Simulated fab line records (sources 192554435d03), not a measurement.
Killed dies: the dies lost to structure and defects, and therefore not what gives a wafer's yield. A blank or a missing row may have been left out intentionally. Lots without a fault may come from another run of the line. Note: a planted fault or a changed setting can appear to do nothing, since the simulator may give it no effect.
Which tool was responsible?	flow n5 finfet	33 wafers from 11 lots sampled at 3 of the route's 1938 steps

WHAT THE GAUGES READ, wafer by wafer
N5_BEOL_M12_CD_MEAS_10: the cd target is 140 nm.
lot	measured	on	cd nm (nm)
L453	day 10 11:13	cd sem-01	140.8 139.7 139.0
L452	day 10 16:28	cd sem-03	141.0 138.9 136.8
L456	day 11 19:14	cd sem-01	140.9 140.2 140.9
L459	day 12 00:48	cd sem-01	138.7 139.2 141.6
L461	day 12 21:45	cd sem-03	141.9 138.9 138.9
L460	day 12 21:55	cd sem-03	136.0 137.7 137.7
L465	day 13 19:55	cd sem-03	144.9 140.2 140.9
L469	day 14 18:32	cd sem-03	140.3 139.7 139.6
L470	day 15 01:30	cd sem-03	138.3 140.2 140.1
L471	day 15 07:13	cd sem-03	138.8 141.1 141.5
L474	day 16 09:29	cd sem-01	138.2 140.0 137.7

N5_BEOL_M12_CD_MEAS_17: the cd target is 140 nm.
lot	measured	on	cd nm (nm)
L453	day 10 11:47	cd sem-01	142.0 140.2 138.9
L452	day 10 17:38	cd sem-03	139.3 139.3 136.7
L456	day 11 19:53	cd sem-03	141.2 140.2 141.1
L459	day 12 01:23	cd sem-01	137.5 139.9 142.2
L461	day 12 22:21	cd sem-02	141.9 137.8 138.1
L460	day 12 22:30	cd sem-01	137.0 137.2 138.6
L465	day 13 20:38	cd sem-03	145.1 141.3 142.0
L469	day 14 19:07	cd sem-02	141.7 140.2 141.2
L470	day 15 02:05	cd sem-03	138.7 140.0 141.1
L471	day 15 07:55	cd sem-02	138.8 141.1 141.9
L474	day 16 10:04	cd sem-02	138.7 139.6 138.8

WHAT TOOL EACH LOT RAN ON (gives the tool, then ch and the chambers of the sampled wafers, and finally the start)
lot	N5_BEOL_M12_DESCUM_15
L453	rie diel-06 ch 2,3, day 10 11:18
L452	rie diel-03 ch 1,2,3, day 10 17:08
L456	rie diel-05 ch 2,3, day 11 19:23
L459	rie diel-06 ch 1,2,3, day 12 00:53
L461	rie diel-03 ch 0,1,3, day 12 21:51
L460	rie diel-06 ch 0,1,2, day 12 22:01
L465	rie diel-05 ch 2,3, day 13 20:07
L469	rie diel-06 ch 0,1,2, day 14 18:37
L470	rie diel-06 ch 0,2, day 15 01:35
L471	rie diel-06 ch 2,3, day 15 07:25
L474	rie diel-06 ch 1,2, day 16 09:34
- N5_BEOL_M12_DESCUM_15: chemistry O2, time 7.9 s.

WHAT THE TOOLS THEMSELVES READ (means of the sampled wafers that have a number; where no wafer has one, the mark that the record gives instead)
N5_BEOL_M12_DESCUM_15.
lot	tool	drypump motor current A (A)	oes product au (a.u.)	rf vpp V (V)	showerhead plenum p Torr (Torr)	throttle valve pct (%)
L453	rie diel-06	5.9	0.84	243.9	2.15	20.25
L452	rie diel-03	5.7	0.83	242.1	2.06	20.49
L456	rie diel-05	5.4	0.82	243.0	2.08	20.39
L459	rie diel-06	5.8	0.76	243.0	2.09	20.26
L461	rie diel-03	5.7	0.84	243.0	2.07	20.54
L460	rie diel-06	5.3	0.85	243.9	2.16	20.29
L465	rie diel-05	5.5	0.76	243.4	2.12	20.29
L469	rie diel-06	5.3	0.83	243.5	2.15	20.30
L470	rie diel-06	5.4	0.87	244.1	2.20	20.34
L471	rie diel-06	6.2	0.91	243.9	2.23	20.14
L474	rie diel-06	5.5	0.75	243.8	2.11	20.24

THE ANSWER, worked out from the rows above alone
Rule: the usual values come from the lots themselves. Put in order of their means at a reading, lots are off if they are a third of the lots or fewer, leave a main group of 4 or more, and stand apart from it by a gap of 3 or more times the standard deviation of the main group's means; of several such gaps the widest counts. If all means in a main group match to the digits the tables above print for the reading, that group is not used. Also off: a lot with no number at a reading for which 4 or more lots have one. Any other lot the step has rows for is counted as sound. The gauges are gone through in route order, then the tools' own readings, and for those a lot's mean is taken as printed above. At the first step where some lot is off, the reading lying furthest off is the one used; lots without a number count as furthest.
No lot is off on any of the readings shown, so nothing can be concluded from this.

WHAT THE SIMULATOR HAD INSERTED
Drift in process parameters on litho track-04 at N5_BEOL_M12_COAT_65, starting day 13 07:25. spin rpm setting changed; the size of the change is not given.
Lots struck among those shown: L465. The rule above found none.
